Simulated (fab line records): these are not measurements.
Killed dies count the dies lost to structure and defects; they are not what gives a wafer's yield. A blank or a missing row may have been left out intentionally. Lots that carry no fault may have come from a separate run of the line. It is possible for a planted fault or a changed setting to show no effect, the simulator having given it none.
Matching of chambers ; flow n5_finfet ; N5_BEOL_M11_ETCH_66 on rie_diel-04: 4 sister chambers
The step etches SOC in N2/H2, target depth 120 nm, overetch 24 nm, time 180 s. 16 wafers are shown with their chamber, then 8 later ones without.

WAFERS PAIRED WITH THEIR CHAMBERS
wafer;chamber;showerhead_plenum_p_Torr (Torr);throttle_valve_pct (%);oes_product_au (a.u.)
L076.1;3;2.50;18.09;0.57
L076.2;0;2.51;18.14;0.55
L076.4;2;2.49;17.64;0.75
L082.2;1;2.64;17.79;0.59
L082.4;2;2.49;17.67;0.73
L082.6;1;2.64;17.79;0.59
L084.2;1;2.63;17.81;0.59
L084.4;2;2.48;17.70;0.72
L084.5;0;2.50;18.18;0.55
L087.1;1;2.63;17.82;0.59
L087.3;0;2.50;18.17;0.54
L087.6;0;2.50;18.18;0.54
L089.1;1;2.63;17.83;0.59
L089.5;2;2.48;17.67;0.71
L089.6;1;2.63;17.81;0.58
L088.1;2;2.48;17.70;0.70

SIGNATURES (means of the wafers above)
reading;chamber 0;chamber 1;chamber 2;chamber 3;scatter within a chamber
showerhead_plenum_p_Torr;2.5025;2.6333;2.4840;2.5000;0.00523
throttle_valve_pct;18.1675;17.8083;17.6760;18.0900;0.0202
oes_product_au;0.5450;0.5883;0.7220;0.5700;0.0118
Rule: for a wafer and a chamber, the distance is found by dividing, reading by reading, the gap between the wafer's reading and the chamber's mean by the reading's scatter, squaring, summing and taking the root. The wafer belongs to the nearest chamber; if the next one is less than 2 further off, it can't be placed. The scatter is the square root of a quotient: the sum, over the shown wafers, of each reading's squared deviation from its chamber's mean, divided by wafers minus chambers.

WAFERS MISSING THEIR CHAMBER
wafer;showerhead_plenum_p_Torr (Torr);throttle_valve_pct (%);oes_product_au (a.u.)
L088.4;2.50;17.64;0.82
L088.6;2.48;17.72;0.71
L091.2;2.50;17.66;0.79
L091.5;2.50;17.68;0.79
L091.6;2.50;17.76;0.80
L096.1;2.62;17.85;0.58
L096.4;2.50;17.77;0.76
L096.5;2.62;17.86;0.57

CHAMBER TAKEN BY EACH
wafer;from the rows above;in truth
L088.4;2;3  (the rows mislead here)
L088.6;2;2
L091.2;2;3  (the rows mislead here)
L091.5;2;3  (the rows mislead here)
L091.6;2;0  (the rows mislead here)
L096.1;1;1
L096.4;2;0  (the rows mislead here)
L096.5;1;1
Placed correctly: 3 of 8. Not placeable from these rows: 0. Number placed wrongly: 5.
